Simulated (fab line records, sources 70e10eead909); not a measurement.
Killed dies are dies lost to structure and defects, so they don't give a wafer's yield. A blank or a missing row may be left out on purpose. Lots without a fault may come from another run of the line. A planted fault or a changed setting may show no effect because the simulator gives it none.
Which tool did it? | flow nand_harc | 13 lots, 39 wafers sampled, at 3 steps of a route of 1302

WHAT THE GAUGES READ, wafer by wafer
NHARC_A_SGD_CUT_THK_MEAS_22: measures by ellipsometry. Usual: thk_nm 148.3 nm, standard deviation 1.3.
lot  | measured     | on            | thk_nm (nm)       | flag
L590 | day 20 16:04 | film_metro-02 | 146.7 148.2 148.4 |
L589 | day 21 07:23 | film_metro-01 | 150.1 148.5 149.4 |
L592 | day 22 22:28 | film_metro-02 | 149.4 147.5 147.0 |
L597 | day 23 21:51 | film_metro-01 | 150.0 148.8 149.0 |
L599 | day 24 19:44 | film_metro-01 | 150.9 149.1 148.7 |
L601 | day 25 09:50 | film_metro-01 | 148.4 147.6 150.5 |
L603 | day 25 19:32 | film_metro-02 | 148.6 145.3 147.9 |
L604 | day 26 18:20 | film_metro-01 | 148.6 148.8 147.3 |
L605 | day 27 05:25 | film_metro-02 | 150.2 150.1 148.7 |
L607 | day 27 19:45 | film_metro-02 | 148.8 146.9 149.4 |
L606 | day 27 19:44 | film_metro-01 | 146.5 148.7 147.8 |
L608 | day 28 05:46 | film_metro-02 | 148.6 145.2 149.8 |
L609 | day 29 01:35 | film_metro-01 | 145.4 144.8 147.8 |

NHARC_A_SGD_CUT_INSPECT_25. Usual: raw_defect_count 351, standard deviation 63.
lot  | measured     | on                | raw_defect_count | flag
L590 | day 20 16:34 | defect_inspect-01 | 374 359 408      |
L589 | day 21 07:51 | defect_inspect-02 | 417 351 401      |
L592 | day 22 22:55 | defect_inspect-02 | 392 482 334      |
L597 | day 23 22:19 | defect_inspect-01 | 454 345 376      |
L599 | day 24 20:14 | defect_inspect-01 | 328 262 352      |
L601 | day 25 10:19 | defect_inspect-01 | 367 326 407      |
L603 | day 25 20:00 | defect_inspect-01 | 410 322 413      |
L604 | day 26 18:50 | defect_inspect-02 | 278 281 329      |
L605 | day 27 05:53 | defect_inspect-01 | 271 382 414      |
L607 | day 27 20:13 | defect_inspect-02 | 296 344 323      |
L606 | day 27 20:13 | defect_inspect-01 | 268 253 259      |
L608 | day 28 06:14 | defect_inspect-01 | 235 267 265      |
L609 | day 29 02:05 | defect_inspect-01 | 229 340 355      |

WHICH TOOL RAN EACH LOT (tool, then ch and the chambers of the sampled wafers, then the start)
lot  | NHARC_A_SGD_CUT_ETCH_58
L590 | rie_diel-07 ch 0,1,2, day 20 10:37
L589 | rie_diel-02 ch 0,1,2, day 21 01:11
L592 | rie_diel-12 ch 1,2, day 22 16:23
L597 | rie_diel-12 ch 2,3, day 23 15:54
L599 | rie_diel-12 ch 0,2,3, day 24 13:26
L601 | rie_diel-12 ch 0,1,3, day 25 03:33
L603 | rie_diel-12 ch 0,1, day 25 13:38
L604 | rie_diel-12 ch 0,3, day 26 12:08
L605 | rie_diel-07 ch 1,2,3, day 26 23:21
L607 | rie_diel-02 ch 1,2, day 27 13:26
L606 | rie_diel-12 ch 0,2, day 27 13:43
L608 | rie_diel-02 ch 0,1,2, day 27 23:43
L609 | rie_diel-07 ch 1,2,3, day 28 19:39
- NHARC_A_SGD_CUT_ETCH_58: etches the open film in CF4, target depth 39 nm, time 65 s.

WHAT THE TOOLS THEMSELVES READ (means of the sampled wafers that have a number; where no wafer has one, the mark that the record gives instead)
NHARC_A_SGD_CUT_ETCH_58. Usual: drypump_motor_current_A 6.2 A, standard deviation 0.41; oes_product_au 0.995 a.u., standard deviation 0.011; rf_fwd_power_W 297.4 W, standard deviation 1.3; rf_vpp_V 151.2 V, standard deviation 1.3; showerhead_plenum_p_Torr 1.77 Torr, standard deviation 0.077; throttle_valve_pct 13.284 %, standard deviation 0.01.
lot  | tool        | drypump_motor_current_A (A) | oes_product_au (a.u.) | rf_fwd_power_W (W) | rf_vpp_V (V) | showerhead_plenum_p_Torr (Torr) | throttle_valve_pct (%) | flag
L590 | rie_diel-07 | 5.9                         | 0.999                 | 297.3              | 150.7        | 1.72                            | 13.293                 |
L589 | rie_diel-02 | 6.2                         | 0.994                 | 297.7              | 150.7        | 1.76                            | 13.283                 |
L592 | rie_diel-12 | 6.1                         | 1.008                 | 295.9              | 153.1        | 1.85                            | 13.275                 |
L597 | rie_diel-12 | 6.0                         | 1.008                 | 297.5              | 153.5        | 1.89                            | 13.291                 |
L599 | rie_diel-12 | 6.0                         | 0.993                 | 297.0              | 151.5        | 1.81                            | 13.279                 |
L601 | rie_diel-12 | 6.5                         | 0.995                 | 297.2              | 151.3        | 1.79                            | 13.287                 |
L603 | rie_diel-12 | 6.5                         | 0.995                 | 296.6              | 152.0        | 1.78                            | 13.281                 |
L604 | rie_diel-12 | 6.5                         | 0.990                 | 298.0              | 151.2        | 1.73                            | 13.289                 |
L605 | rie_diel-07 | 6.3                         | 0.995                 | 297.8              | 150.6        | 1.73                            | 13.290                 |
L607 | rie_diel-02 | 6.1                         | 0.978                 | 296.4              | 150.9        | 1.77                            | 13.283                 |
L606 | rie_diel-12 | 5.6                         | 0.995                 | 297.3              | 152.6        | 1.80                            | 13.282                 |
L608 | rie_diel-02 | 6.2                         | 0.981                 | 297.8              | 151.0        | 1.76                            | 13.283                 |
L609 | rie_diel-07 | 6.2                         | 1.002                 | 297.1              | 150.9        | 1.73                            | 13.275                 |

THE ANSWER, worked out from the rows above alone
Rule: a lot is off if the mean of its wafers that have a number lies more than 3 standard deviations from the usual mean. A lot without any number at a reading at which 4 lots or more have one is off too. The other lots that the step has rows for count as sound. The gauges are gone through in route order, then the tools' own readings, and for those a lot's mean is taken as printed above. The first step at which some lot is off is used, and at that step the reading that is off furthest; a lot without a number counts as furthest.
No lot is off at any reading shown: from this, nothing can be told.

WHAT THE SIMULATOR HAD PUT IN
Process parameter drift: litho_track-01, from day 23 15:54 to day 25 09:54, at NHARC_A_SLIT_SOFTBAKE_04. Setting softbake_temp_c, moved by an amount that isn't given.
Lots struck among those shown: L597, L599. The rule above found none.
